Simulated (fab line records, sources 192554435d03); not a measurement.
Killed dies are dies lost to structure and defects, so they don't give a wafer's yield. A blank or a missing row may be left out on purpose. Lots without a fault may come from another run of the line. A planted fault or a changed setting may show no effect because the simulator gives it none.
A struck lot beside a sound one | flow n5_finfet | 16 steps out of a route of 1938
Sound: wafers L914.1, L914.2, L914.4. Struck: wafers L916.2, L916.3, L916.4. The cause comes at the end.
At each step with rows: each side's tool, then ch and its chambers, then its first start. Under that, the readings that differ: sound wafers | struck wafers | difference of the means | sigmas: that difference in standard deviations of wafers without a fault.
alike: readings whose means differ by less than 2 such deviations, and words and numbers that are the same on both sides. not compared: withheld readings, readings that some wafer has no value for, bounds like >300 that may hide the same value, and numbers for which the record gives no deviation and whose values overlap.
The two part at a step that has a row with sigmas, a row that says differs or no value, or rows on one side only. Numbers that don't overlap but have no deviation are shown without sigmas and don't part them. A reading that every wafer of one side lacks parts them only if that side has two wafers or more.

first, 2 steps without rows for these wafers: N5_BEOL_M4_DEGAS_44 (time 60 s); N5_BEOL_M4_PRE_CLEAN_45 (time 30 s).
N5_BEOL_M4_ALD_84: deposits TaN, pulse time 2 s, purge time 3 s, co reactant purge time 2 s.
  sound on ald_metal-02 ch 1,2,3, day 9 07:39; struck on ald_metal-03 ch 0,2,3, day 9 19:43
  alike: heater_power_w
N5_BEOL_M4_SURFACE_TREAT_85:
  sound on pvd_sputter-03, day 9 07:53; struck on pvd_sputter-01, day 9 20:05
  not compared: throttle_valve_pct
then, 3 steps without rows for these wafers: N5_BEOL_M4_CVD_47 (deposits Co from CCTBA/H2, target thk 3 nm, time 223.8 s); N5_BEOL_M4_SPUTTER_48 (material Cu, target thk 4.5 nm, time 8.29 s); N5_BEOL_M4_ANNEAL_49 (time 240 s).
N5_BEOL_M4_SPUTTER_79: material Cu, target thk 4.5 nm, time 8.29 s.
  sound on pvd_sputter-02, day 9 08:22; struck on pvd_sputter-01, day 9 20:49
  alike: throttle_valve_pct
N5_BEOL_M4_ANNEAL_80: time 240 s.
  sound on pvd_sputter-02, day 9 08:27; struck on pvd_sputter-01, day 9 20:54
  alike: heater_power_w, susceptor_temp_C
N5_BEOL_M4_SPUTTER_81: material Cu, target thk 4.5 nm, time 8.29 s.
  sound on pvd_sputter-02, day 9 08:35; struck on pvd_sputter-01, day 9 21:02
  alike: throttle_valve_pct
then, 2 steps without rows for these wafers: N5_BEOL_M4_ANNEAL_82 (time 240 s); N5_BEOL_M4_SPUTTER_86 (material Cu, target thk 4.5 nm, time 8.29 s).
N5_BEOL_M4_ANNEAL_87: time 240 s.
  sound on pvd_sputter-02, day 9 08:53; struck on pvd_sputter-01, day 9 21:20
  no value came back on the struck wafers for heater_power_w (W), susceptor_temp_C (C); on the sound wafers heater_power_w (W) reads 754 783 931
then, 1 step without rows for these wafers: N5_BEOL_M4_SPUTTER_88 (material Cu, target thk 4.5 nm, time 8.29 s).
N5_BEOL_M4_RC_MEAS_101:
  sound on prober-02 ch 0, day 9 11:03; struck on prober-01 ch 0, day 9 23:47
  alike: DIBL_N, DIBL_P, IOFF_N, IOFF_P, ION_N, ION_P, SS_N, SS_P, VT_N, VT_P
-- the record jumps here: 4 days lie between the struck wafers' starts before and after (it left off in module BEOL_M4 and takes up again in module PASSIVATION, whose first step shown is number 1936 of the route) --
N5_PASSIVATION_PROBE_49:
  the record has rows for the struck wafers here (prober-01, day 13 23:08) and none for the sound ones

WHERE THEY PART
First at N5_BEOL_M4_ANNEAL_87; last, within this record, at N5_PASSIVATION_PROBE_49.

WHY: what the simulator had put in
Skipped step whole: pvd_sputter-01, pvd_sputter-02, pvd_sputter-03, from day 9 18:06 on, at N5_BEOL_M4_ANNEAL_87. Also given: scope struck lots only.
